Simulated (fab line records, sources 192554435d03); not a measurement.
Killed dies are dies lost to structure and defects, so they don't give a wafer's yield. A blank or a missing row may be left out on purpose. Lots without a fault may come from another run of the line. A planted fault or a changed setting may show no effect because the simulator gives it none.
Chamber matching | flow n5_finfet | N5_SPACER0_ALD_07 on ald_sin-02: 4 sister chambers
The step deposits SiNx, target thk 2 nm. 16 wafers are shown with their chamber, then 8 later ones without.

WAFERS WITH THEIR CHAMBER
wafer  | chamber | heater_power_w (W)
L076.1 | 3       | 751
L076.2 | 0       | 1061
L076.3 | 2       | 652
L077.3 | 1       | 926
L077.4 | 0       | 1092
L077.5 | 3       | 758
L081.1 | 2       | 636
L081.3 | 1       | 909
L081.6 | 1       | 909
L082.1 | 3       | 767
L082.3 | 1       | 914
L082.4 | 2       | 645
L084.3 | 0       | 1094
L084.5 | 1       | 905
L084.6 | 2       | 627
L088.1 | 0       | 1104

SIGNATURES (means of the wafers above)
reading        | chamber 0 | chamber 1 | chamber 2 | chamber 3 | scatter within a chamber
heater_power_w | 1087.75   | 912.60    | 640.00    | 758.67    | 12.2
Rule: a wafer's distance from a chamber is the root of the sum, over the readings, of the square of ((its reading less the chamber's mean) divided by the reading's scatter). The wafer belongs to the nearest chamber; if the next one is less than 2 further off, it can't be placed. The scatter: the root of (the sum of the squares of (reading less its chamber's mean) over the shown wafers, divided by (wafers less chambers)).

WAFERS WITHOUT THEIR CHAMBER
wafer  | heater_power_w (W)
L088.2 | 892
L088.5 | 654
L089.2 | 763
L089.5 | 655
L089.6 | 912
L092.1 | 1062
L092.2 | 910
L092.5 | 897

WHICH CHAMBER EACH WENT THROUGH
wafer  | from the rows above | in truth
L088.2 | 1                   | 1
L088.5 | 2                   | 2
L089.2 | 3                   | 3
L089.5 | 2                   | 2
L089.6 | 1                   | 1
L092.1 | 0                   | 0
L092.2 | 1                   | 1
L092.5 | 1                   | 1
Placed correctly: 8 of 8. Can't be placed from these rows: 0. Placed wrongly: 0.
